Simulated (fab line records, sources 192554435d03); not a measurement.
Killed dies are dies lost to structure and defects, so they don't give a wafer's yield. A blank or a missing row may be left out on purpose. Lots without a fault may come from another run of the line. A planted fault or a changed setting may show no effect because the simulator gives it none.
A struck lot beside a sound one | flow n5_finfet | 38 steps out of a route of 1938
Sound: wafers L856.3, L856.4, L856.6. Struck: wafers L852.3, L852.4, L852.5. The cause comes at the end.
At each step with rows: each side's tool, then ch and its chambers, then its first start. Under that, the readings that differ: sound wafers | struck wafers | difference of the means | sigmas: that difference in standard deviations of wafers without a fault.
alike: readings whose means differ by less than 2 such deviations, and words and numbers that are the same on both sides. not compared: withheld readings, readings that some wafer has no value for, bounds like >300 that may hide the same value, and numbers for which the record gives no deviation and whose values overlap.
The two part at a step that has a row with sigmas, a row that says differs or no value, or rows on one side only. Numbers that don't overlap but have no deviation are shown without sigmas and don't part them. A reading that every wafer of one side lacks parts them only if that side has two wafers or more.

first, 9 steps without rows for these wafers: N5_BEOL_M4_ANNEAL_95 (time 240 s); N5_BEOL_M4_SPUTTER_96 (material Cu, target thk 4.5 nm, time 8.29 s); N5_BEOL_M4_ECD_50 (material Cu, target thk 300 nm); N5_BEOL_M4_ANNEAL_51 (time 90 s); N5_BEOL_M4_CMP_52 (polishes, stops on SiOC, t overpolish 6.8 s, target thk 40 nm); N5_BEOL_M4_PRE_CLEAN_60 (time 15 s); N5_BEOL_M4_CO_CAP_55 (material Co, precursor CCTBA/H2, target thk 2 nm, time 102.1 s); N5_BEOL_M4_PRE_CLEAN_56 (time 15 s); N5_BEOL_M4_DEP_57 (deposits SiCN from 3MS/NH3, target thk 8 nm, time 14 s).
N5_BEOL_M4_RC_MEAS_101:
  sound on prober-01 ch 0, day 13 07:07; struck on prober-01 ch 0, day 12 17:04
  alike: DIBL_N, DIBL_P, IOFF_N, IOFF_P, ION_N, ION_P, SS_N, SS_P, VT_N, VT_P
then, 24 steps without rows for these wafers: N5_BEOL_M5_ILD_DEP_00 (deposits SiCOH lowk from DEMS/porogen, target thk 140.64 nm, time 25.9 s); N5_BEOL_M5_CURE_79 (cures SiCOH lowk, time 240 s); N5_BEOL_M5_PECVD_70 (deposits SiO2 from TEOS/O2, target thk 16 nm, time 18 s); N5_BEOL_M5_HM_DEP_02 (deposits TiN, target thk 20 nm); N5_BEOL_M5_COAT_59 (time 60 s, resist thk 60 nm); N5_BEOL_M5_COAT_60 (time 60 s, resist thk 12 nm); N5_BEOL_M5_COAT_71 (time 60 s, resist thk 5 nm); N5_BEOL_M5_COAT_05 (resist thk 30 nm); N5_BEOL_M5_EBR_07; N5_BEOL_M5_SOFTBAKE_06 (time 60 s); N5_BEOL_M5_EXPOSE_08 (exposes mask M5, target cd 28 nm); N5_BEOL_M5_PEB_09 (peb time 60 s); N5_BEOL_M5_DEVELOP_10 (develop time 30 s); N5_BEOL_M5_DESCUM_16 (chemistry O2, time 7 s); N5_BEOL_M5_ETCH_72 (etches underlayer in N2/H2, target depth 6.5 nm, time 5.2 s); N5_BEOL_M5_ETCH_61 (etches SiARC in CF4, target depth 15.6 nm, time 26 s); N5_BEOL_M5_ETCH_62 (etches SOC in N2/H2, target depth 75 nm, overetch 15 nm, time 112.5 s); N5_BEOL_M5_STRIP_63 (strips in N2/H2); N5_BEOL_M5_STRIP_73 (strips in N2/H2); N5_BEOL_M5_STRIP_64 (strips in CF4); N5_BEOL_M5_HM_OPEN_17 (chemistry Cl2/BCl3, target TiN, target depth 20 nm, overetch 6 nm); N5_BEOL_M5_STRIP_19 (strips in O2); N5_BEOL_M5_COAT_65 (time 60 s, resist thk 60 nm); N5_BEOL_M5_COAT_66 (time 60 s, resist thk 12 nm).
N5_BEOL_M9_TRENCH_ETCH_37: etches SiCOH lowk in C4F6/O2, target depth 151.43 nm, time 49 s.
  sound on rie_diel-02 ch 0,2,3, day 15 00:59; struck on rie_diel-02 ch 0,1,2, day 14 13:03
  no value came back on the struck wafers for any of 7 readings (C4F6_flow_sccm (sccm), O2_flow_sccm (sccm) and others); on the sound wafers C4F6_flow_sccm (sccm) reads 9.99 10.06 9.97
  reading                                    | sound          | struck     | difference | sigmas
  model.TiN_of_BEOL_M9_HM_DEP_02.thk_nm (nm) | 15.6 15.6 15.4 | 20 20 20.2 | +5         |
  not compared: rf_hours_counter_h
N5_BEOL_M9_OCD_MEAS_38:
  sound on ocd-01, day 15 01:10; struck on ocd-01, day 14 13:14
  reading              | sound             | struck    | difference | sigmas
  trench_depth_nm (nm) | 150.4 150.9 147.5 | 0.4 0.2 0 | -149.4     | -65
N5_BEOL_M9_CMP_52: polishes, stops on SiCOH lowk, t overpolish 7 s, target thk 140 nm.
  sound on cmp-03 ch 0,1,3, day 15 04:44; struck on cmp-02 ch 1,3, day 14 15:32
  reading                                | sound             | struck    | difference | sigmas
  model.Cu_of_BEOL_M9_ECD_50.thk_nm (nm) | 136.8 138.6 136.2 | 1 0.4 0.8 | -136       |
  alike: edge_zone_pressure_frac, motor_current_A
-- the record jumps here: 2 days lie between the struck wafers' starts before and after (it left off in module BEOL_M9 and takes up again in module PASSIVATION, whose first step shown is number 1936 of the route) --
N5_PASSIVATION_PROBE_49:
  the record has rows for the struck wafers here (prober-01, day 16 22:29) and none for the sound ones

WHERE THEY PART
First at N5_BEOL_M9_TRENCH_ETCH_37; last, within this record, at N5_PASSIVATION_PROBE_49.

WHY: what the simulator had put in
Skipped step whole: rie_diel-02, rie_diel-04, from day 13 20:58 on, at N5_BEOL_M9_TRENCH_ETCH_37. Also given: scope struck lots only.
